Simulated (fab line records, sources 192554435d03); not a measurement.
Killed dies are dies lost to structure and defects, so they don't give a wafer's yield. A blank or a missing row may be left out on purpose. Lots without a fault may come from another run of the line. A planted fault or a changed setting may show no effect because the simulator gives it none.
fab line records | flow n5_finfet
record lots=6 wafers=18 last_day=18
route steps=1938 shown BEOL_M8@1377
lots that met no fault: from a run of the same line without faults
start_h: hours from the record's first day to the start of the lot's first wafer shown | wait_h: hours since the lot's step before | " the same as in the row above | L1.1+2: a row that stands for several wafers | - no value, or no start given | * or withheld: withheld | < > ~ a bound
route shown NAME@n: a module of which the file shows steps, and the number in the route of the first | usual: mean/standard deviation of fault-free wafers | same: alike in all rows | chamber/n: place in a boat | sites: the reading at each site | _std_site: their standard deviation | _edge_site: outer sites' mean less inner sites' | radius_mm: how far each site lies from the wafer's centre | mask NAME#n: copy n | behind: the tool/chamber that last shaped the wafer | hold: why the lot was held/for how many hours/how that ended | device: the transistor (n, p or np) that didn't switch | end of line: the same wafers' tests at the end of the route | a step without rows: its recipe alone | killed: dies lost to structure and defects at the first sort, not the wafer's yield | map: a wafer's dies, x killed, . not, _ none there
set.NAME: the setting as run; set.NAME@STEP: as run at that earlier step | model.NAME: the simulator's own value behind a step, which no gauge read
lots at some steps of the route; a table a step, a row a wafer
services: from which hour (start_h, from the record's first day; less than 0 if before it) a tool's chamber was out of use, for how many hours, and why
## steps
# step N5_BEOL_M8_TRENCH_ETCH_37
# recipe chemistry=C4F6/O2 target_depth_a=934.78 target=SiCOH_lowk time_s=31.2 ion_energy_ev=250 pressure_mtorr=30 source_w=345 bias_w=185 Ar_flow_sccm=300 C4F6_flow_sccm=10 O2_flow_sccm=10
# step N5_BEOL_M8_ETCH_41
# recipe chemistry=CH3F/O2 target=SiCN target_depth_a=319 taper_deg=2 time_s=57.8 ion_energy_ev=120 mask_material=TiN pressure_mtorr=30 source_w=395 bias_w=75 Ar_flow_sccm=150 CH3F_flow_sccm=30 O2_flow_sccm=20
# step N5_BEOL_M8_STRIP_80
# recipe chemistry=N2/H2 time_s=10 power_w=450 temp_c=40 pressure_mtorr=20 rf_frequency_hz=6e+07 bias_power_w=7 n2_flow_sccm=200 h2_flow_sccm=200
# usual drypump_motor_current_A=5.70/0.28 h2_flow_sccm=200.0/0.66 oes_product_au=0.79/0.085 rf_vpp_V=59.1/0.85 showerhead_plenum_p_Torr=2.53/0.086 throttle_valve_pct=23.7/0.32
# same time_s=10
# columns lot.wafer tool chamber start_h wait_h drypump_motor_current_A h2_flow_sccm oes_product_au rf_hours_counter_h rf_vpp_V showerhead_plenum_p_Torr throttle_valve_pct
L481.2 rie_diel-03 0 - - 5.56 200.7 0.69 209 59.9 2.61 23.9
L481.4 " 1 " " 5.40 201.2 0.70 229 58.1 2.37 23.5
L481.6 " 1 " " 5.38 200.1 0.70 - 57.4 2.37 23.5
L491.2 rie_diel-03 0 - - 5.55 200.9 0.68 227 58.6 2.60 24.0
L491.5 " 1 " " 5.38 200.2 0.69 - 59.1 2.36 23.5
L491.6 " 0 " " 5.54 201.0 0.68 - 58.7 2.60 24.0
L490.1 rie_diel-01 0 - - 6.22 199.9 0.75 159 60.0 2.52 23.6
L490.3 " 3 " " 5.15 200.9 0.87 33 58.2 2.69 23.4
L490.6 " 0 " " 6.23 199.6 0.74 - 57.6 2.52 23.6
L493.3 rie_diel-05 3 - - 5.30 199.7 0.87 50 59.0 2.46 23.9
L493.4 " 2 " " 5.87 198.7 0.86 - 61.3 2.49 24.5
L493.6 " 0 " " 5.82 200.2 0.73 - 58.7 2.50 23.5
L499.1 rie_diel-01 1 - - 5.96 198.8 0.73 163 58.0 2.63 23.3
L499.3 " 3 " " 5.16 200.5 0.86 45 59.5 2.68 23.4
L499.4 " 1 " " 5.92 199.5 0.73 - 61.2 2.63 23.4
L504.2 rie_diel-03 2 - - 5.73 199.5 0.68 238 59.0 2.41 23.9
L504.3 " 1 " " 5.36 200.3 0.89 - 59.2 2.66 23.5
L504.6 " 2 " " 5.70 200.0 0.68 - 59.3 2.41 23.9
# step N5_BEOL_M8_OCD_MEAS_38
# usual trench_depth_nm=95.2/2.2
# columns lot.wafer tool chamber start_h wait_h trench_depth_nm
L481.2 ocd-02 - 217.74 - 96.7
L481.4 " - " " 96.2
L481.6 " - " " 95.9
L491.2 ocd-01 - 272.28 - 93.8
L491.5 " - " " 95.6
L491.6 " - " " 94.8
L490.1 ocd-02 - 272.56 - 95.1
L490.3 " - " " 95.1
L490.6 " - " " 95.3
L493.3 ocd-01 - 295.72 - 98.3
L493.4 " - " " 98.1
L493.6 " - " " 95.4
L499.1 ocd-02 - 325.57 - 88.7
L499.3 " - " " 92.9
L499.4 " - " " 88.6
L504.2 ocd-01 - 362.95 - 92.7
L504.3 " - " " 95.0
L504.6 " - " " 92.6
# step N5_BEOL_M8_HM_STRIP_39
# recipe chemistry=peroxide_tin_strip material=TiN target_depth_a=250 temp_c=50 time_s=158
# step N5_BEOL_M8_SRD_40
# recipe time_s=30 temp_c=23 rinse_liquid=diw dry=ipa_marangoni
# step N5_BEOL_M8_PRECLEAN_42
# recipe chemistry=residue_remover time_s=60 temp_c=40
# step N5_BEOL_M8_SRD_43
# recipe time_s=30 temp_c=23 rinse_liquid=diw dry=ipa_marangoni
# step N5_BEOL_M8_CD_MEAS_35
# recipe target_cd_nm=40 polarity=opening
# usual cd_nm=39.7/0.8
# columns lot.wafer tool chamber start_h wait_h cd_nm
L481.2 cd_sem-01 - 217.89 0.0 40.5
L481.4 " - " " 39.6
L481.6 " - " " 39.1
L491.2 cd_sem-03 - 272.43 0.0 40.4
L491.5 " - " " 40.0
L491.6 " - " " 40.4
L490.1 cd_sem-03 - 272.72 0.0 40.5
L490.3 " - " " 39.0
L490.6 " - " " 39.3
L493.3 cd_sem-02 - 295.87 0.0 40.7
L493.4 " - " " 39.9
L493.6 " - " " 39.7
L499.1 cd_sem-03 - 325.72 0.0 40.5
L499.3 " - " " 40.7
L499.4 " - " " 40.9
L504.2 cd_sem-02 - 363.10 0.0 39.1
L504.3 " - " " 39.0
L504.6 " - " " 39.5
# step N5_BEOL_M8_CURE_75
# recipe temp_c=370 time_s=120 ambient=DMADMS/He material=SiCOH_lowk
# usual lamp_power_pct=52.31/0.058 wafer_temp_C_max=371.9/0.74
# same time_s=120
# columns lot.wafer tool chamber start_h wait_h lamp_power_pct wafer_temp_C_max
L481.2 uv_cure-03 2 217.98 0.1 52.41 371.6
L481.4 " 2 " " 52.35 371.1
L481.6 " 2 " " 52.35 370.9
L491.2 uv_cure-01 0 272.70 0.3 52.39 371.3
L491.5 " 0 " " 52.34 371.9
L491.6 " 0 " " 52.32 373.6
L490.1 uv_cure-03 1 273.06 0.3 52.31 371.7
L490.3 " 1 " " 52.37 371.7
L490.6 " 1 " " 52.14 371.7
L493.3 uv_cure-03 2 296.01 0.1 52.30 371.4
L493.4 " 2 " " 52.37 371.7
L493.6 " 2 " " 52.34 371.5
L499.1 uv_cure-03 1 325.76 0.0 52.27 370.9
L499.3 " 1 " " 52.28 371.6
L499.4 " 1 " " 52.25 371.3
L504.2 uv_cure-03 1 363.19 0.1 52.39 371.5
L504.3 " 1 " " 52.27 371.6
L504.6 " 1 " " 52.26 371.2
# step N5_BEOL_M8_DEGAS_44
# recipe ambient=vacuum temp_c=250 time_s=60
# usual heater_power_w=338/23
# same time_s=60
# columns lot.wafer tool chamber start_h wait_h heater_power_w
L481.2 pvd_sputter-02 - 218.26 0.2 336
L481.4 " - " " 330
L481.6 " - " " 328
L491.2 pvd_sputter-02 - 273.01 0.3 361
L491.5 " - " " 344
L491.6 " - " " 308
L490.1 pvd_sputter-01 - 273.71 0.6 299
L490.3 " - " " 348
L490.6 " - " " 346
L493.3 pvd_sputter-03 - 296.84 0.8 366
L493.4 " - " " 325
L493.6 " - " " 368
L499.1 pvd_sputter-03 - 326.20 0.4 325
L499.3 " - " " 339
L499.4 " - " " 345
L504.2 pvd_sputter-01 - 364.80 1.6 298
L504.3 " - " " 335
L504.6 " - " " 369
# step N5_BEOL_M8_PRE_CLEAN_45
# recipe gas=H2/He time_s=30 temp_c=250
# usual heater_power_w=338/22
# same time_s=30
# columns lot.wafer tool chamber start_h wait_h heater_power_w
L481.2 pvd_sputter-02 - 218.30 0.0 340
L481.4 " - " " 334
L481.6 " - " " 324
L491.2 pvd_sputter-02 - 273.05 0.0 362
L491.5 " - " " 338
L491.6 " - " " 305
L490.1 pvd_sputter-01 - 273.75 0.0 304
L490.3 " - " " 362
L490.6 " - " " 347
L493.3 pvd_sputter-03 - 296.88 0.0 357
L493.4 " - " " 331
L493.6 " - " " 356
L499.1 pvd_sputter-03 - 326.24 0.0 339
L499.3 " - " " 335
L499.4 " - " " 332
L504.2 pvd_sputter-01 - 364.84 0.0 293
L504.3 " - " " 332
L504.6 " - " " 364
# step N5_BEOL_M8_ALD_77
# recipe material=TaN target_thk_a=20 temp_c=275 ald_precursor_family=PDMAT ald_co_reactant=NH3 pressure_torr=3 carrier_flow_sccm=1500 pulse_time_s=2 purge_time_s=3 co_reactant_purge_time_s=2 co_reactant_pulse_time_s=3 ald_cycles=40 precursor_vessel_temp_c=75 precursor_vessel_pressure_torr=26.25 precursor_vessel_carrier_sccm=1000
# usual heater_power_w=413/31 purge_time_s=3/0
# columns lot.wafer tool chamber start_h wait_h heater_power_w purge_time_s
L481.2 ald_metal-02 1 218.45 0.1 406 3
L481.4 " 3 " " 417 3
L481.6 " 1 " " 405 3
L491.2 ald_metal-02 0 273.31 0.2 397 3
L491.5 " 2 " " 377 3
L491.6 " 3 " " 413 2.8058
L490.1 ald_metal-02 0 274.04 0.3 384 3
L490.3 " 2 " " 388 3
L490.6 " 2 " " 374 2.8058
L493.3 ald_metal-01 1 296.94 0.0 404 3
L493.4 " 0 " " 405 3
L493.6 " 1 " " 401 3
L499.1 ald_metal-03 2 326.30 0.0 476 3
L499.3 " 0 " " 375 3
L499.4 " 3 " " 419 3
L504.2 ald_metal-02 0 364.90 0.0 398 3
L504.3 " 3 " " 426 3
L504.6 " 0 " " 399 3
# step N5_BEOL_M8_SURFACE_TREAT_79
# recipe gas=Ar time_s=* ion_energy_ev=* ion_current_ma_cm2=0.5 pressure_mtorr=* ar_flow_sccm=30
# usual pressure_mtorr=* throttle_valve_pct=*
# same time_s=*
# columns lot.wafer tool chamber start_h wait_h pressure_mtorr throttle_valve_pct
L481.2 pvd_sputter-02 - 218.76 0.2 * *
L481.4 " - " " * *
L481.6 " - " " * *
L491.2 pvd_sputter-01 - 273.67 0.2 * *
L491.5 " - " " * *
L491.6 " - " " * *
L490.1 pvd_sputter-01 - 274.45 0.3 * *
L490.3 " - " " * *
L490.6 " - " " * *
L493.3 pvd_sputter-03 - 297.28 0.2 * *
L493.4 " - " " * *
L493.6 " - " " * *
L499.1 pvd_sputter-01 - 326.65 0.2 * *
L499.3 " - " " * *
L499.4 " - " " * *
L504.2 pvd_sputter-02 - 365.24 0.2 * *
L504.3 " - " " * *
L504.6 " - " " * *
## services
# columns tool chamber start_h hours kind
ald_metal-02 - 238.32 2.8 pm
rie_diel-03 - 253.52 0.4 repair
ald_metal-03 2 256.20 1.8 repair
ald_metal-02 1 259.77 20.7 repair
rie_diel-05 0 265.47 8.7 repair
ald_metal-03 - 267.58 14.6 pm
ald_metal-01 - 272.30 6.0 pm
rie_diel-03 1 276.68 - clean
rie_diel-05 2 279.25 2.4 repair
uv_cure-03 - 280.33 3.0 repair
ald_metal-03 3 285.55 13.2 repair
rie_diel-05 0 287.52 1.8 repair
rie_diel-01 3 288.67 23.6 repair
pvd_sputter-02 - 288.91 7.9 repair
rie_diel-05 1 290.79 6.3 repair
rie_diel-03 0 293.22 10.1 repair
uv_cure-01 - 298.16 1.0 pm
pvd_sputter-02 - 303.50 6.2 repair
rie_diel-01 0 317.16 9.8 repair
rie_diel-05 1 317.84 8.7 repair
ald_metal-03 - 326.58 1.0 repair
rie_diel-03 0 336.21 4.9 repair
rie_diel-01 - 349.21 14.6 pm
rie_diel-03 3 359.58 7.1 repair
## key
first_sign step=N5_BEOL_M8_ALD_77 reading=purge_time_s direction=down sigmas=99+ usual=* struck=*
effect none on later readings
met_at N5_BEOL_M8_ALD_77
struck_wafers L490.6,L491.6
onset_between 218.45 273.31
fault kind=process_parameter_drift tool=ald_metal-02 chamber=- onset_h=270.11 steps=N5_BEOL_M8_ALD_77 channel=purge_time_s offset=* shape=step end_h=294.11 scope=struck_wafers_only acts_in=* stated=*
